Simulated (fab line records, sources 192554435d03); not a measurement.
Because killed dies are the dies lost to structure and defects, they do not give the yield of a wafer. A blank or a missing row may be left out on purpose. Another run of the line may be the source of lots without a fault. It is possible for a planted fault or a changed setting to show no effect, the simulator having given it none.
Problem report, 8D (eight disciplines) form, completed by code / flow n5 finfet / the parts of the form that need people (team, actions taken, sign-off) are left out

## 1. THE PROBLEM
M13_THK at N5_BEOL_M13_THK_MEAS_50 reads a mean of 792 nm on 4 wafers of 2 lots; wafers without a fault read 425 nm with a standard deviation of 8.4. That puts it +44 standard deviations away from the usual mean.
The step: measures by xrf.
First seen on wafer L604.2, day 14 10:31, on film metro-02. The record holds 26 wafers of 9 lots with a number at this step. Rule for "out", or "out of limits": more than 4 standard deviations from the usual mean. The rest of the wafers with a number are treated as sound.

## 2. WHAT IT IS; WHAT IT IS NOT
question=which readings at this step | is=M13_THK | is not=-
question=which lots | is=L604, L605 | is not=L592, L595, L598, L603, L609, L610, L614
question=which wafers of those lots | is=L604.2, L604.5, L604.6, L605.5 | is not=L605.1, L605.4
question=read on which gauges | is=film metro-01, film metro-02 | is not=-
question=when | is=from day 14 10:31 | is not=up to then (12 sound wafers); but 10 sound wafers of L605, L609, L610, L614 came after

## 3. WHAT RULES OUT EACH SUSPECT
Counting: a tool at a process step up to the reading stays a suspect if it ran every lot that is out. Sound lots after the first of them don't rule it out here, since some wafers of a struck lot are sound.
- the gauge at N5_BEOL_M13_THK_MEAS_50 is ruled out. 2 gauges (film metro-01, film metro-02) read the wafers that are out.
- cmp-03 at N5_BEOL_M13_CMP_49 (polishes, stops on SiOC, t overpolish 17.1 s, target thk 420 nm): kept. Ran every lot that is out, first one L604 (day 14 10:20); last sound lot up to then L603 (day 14 09:13). Its own readings are out on those wafers: barrier field endpoint s, overpolish run s.
The count leaves cmp-03 at N5_BEOL_M13_CMP_49.

## 4. THE CAUSE (what the simulator had put in)
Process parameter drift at N5_BEOL_M13_CMP_49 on cmp-03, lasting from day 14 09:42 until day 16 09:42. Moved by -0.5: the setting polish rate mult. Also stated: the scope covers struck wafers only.
After counting, this tool was the only one left.

## 5. THE EFFECT CHAIN, in route order
One row per reading whose mean, taken over the struck wafers that have a number, lies over 3 standard deviations from the usual. Scope: only readings with a usual standard deviation given in the record; hours: median across lots of the time from each lot's start at the first step in this table that gives one to its start at this step; sigmas: change in usual standard deviations.
hours=0; step=N5_BEOL_M13_CMP_49; reading=barrier field endpoint s; usual=30.2 s; on struck wafers=60.1; change=+29.9; sigmas=+36
hours=0; step=N5_BEOL_M13_CMP_49; reading=overpolish run s; usual=17.102 s; on struck wafers=1.651; change=-15.451; sigmas=-99 or more
hours=0; step=N5_BEOL_M13_THK_MEAS_50; reading=M13_THK; usual=425 nm; on struck wafers=792; change=+367; sigmas=+44
hours=0; step=N5_BEOL_M13_INSPECT_55; reading=raw defect count; usual=77; on struck wafers=3168; change=+3090; sigmas=+99 or more
hours=26; step=N5_PASSIVATION_PROBE_49; reading=defect limited yield; usual=91.5 %; on struck wafers=0.0; change=-91.5; sigmas=-65
hours=26; step=N5_PASSIVATION_PROBE_49; reading=killed_at_M4_up; usual=12; on struck wafers=1106; change=+1094; sigmas=+99 or more
hours=26; step=N5_PASSIVATION_PROBE_49; reading=killed dies; usual=100; on struck wafers=1180; change=+1080; sigmas=+64
hours=26; step=N5_PASSIVATION_PROBE_49; reading=killed on rim; usual=13; on struck wafers=152; change=+139; sigmas=+36
hours=26; step=N5_PASSIVATION_PROBE_49; reading=sort n pass; usual=1079; on struck wafers=0; change=-1079; sigmas=-63
hours=26; step=N5_PASSIVATION_PROBE_49; reading=sort yield pct; usual=91.4 %; on struck wafers=0.0; change=-91.4; sigmas=-61
Its process steps:
- N5_BEOL_M13_CMP_49: polishes, stops on SiOC, t overpolish 17.1 s, target thk 420 nm.
- N5_PASSIVATION_PROBE_49

## 6. HOW IT WOULD HAVE BEEN CAUGHT EARLIER
In this record the first reading out of limits at a measuring or inspecting step was taken at day 14 10:31, 1 hour after the fault began at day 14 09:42.
At N5_BEOL_M13_CMP_49, the tool's own readings (barrier field endpoint s, overpolish run s) were out on each struck wafer the step has a row for, so an alarm limit on them would have fired on the first such wafer.
L605, from the lots that are out (2), started N5_BEOL_M13_CMP_49 on cmp-03 later than day 14 10:31. Putting the tool on hold at that point would have spared it.
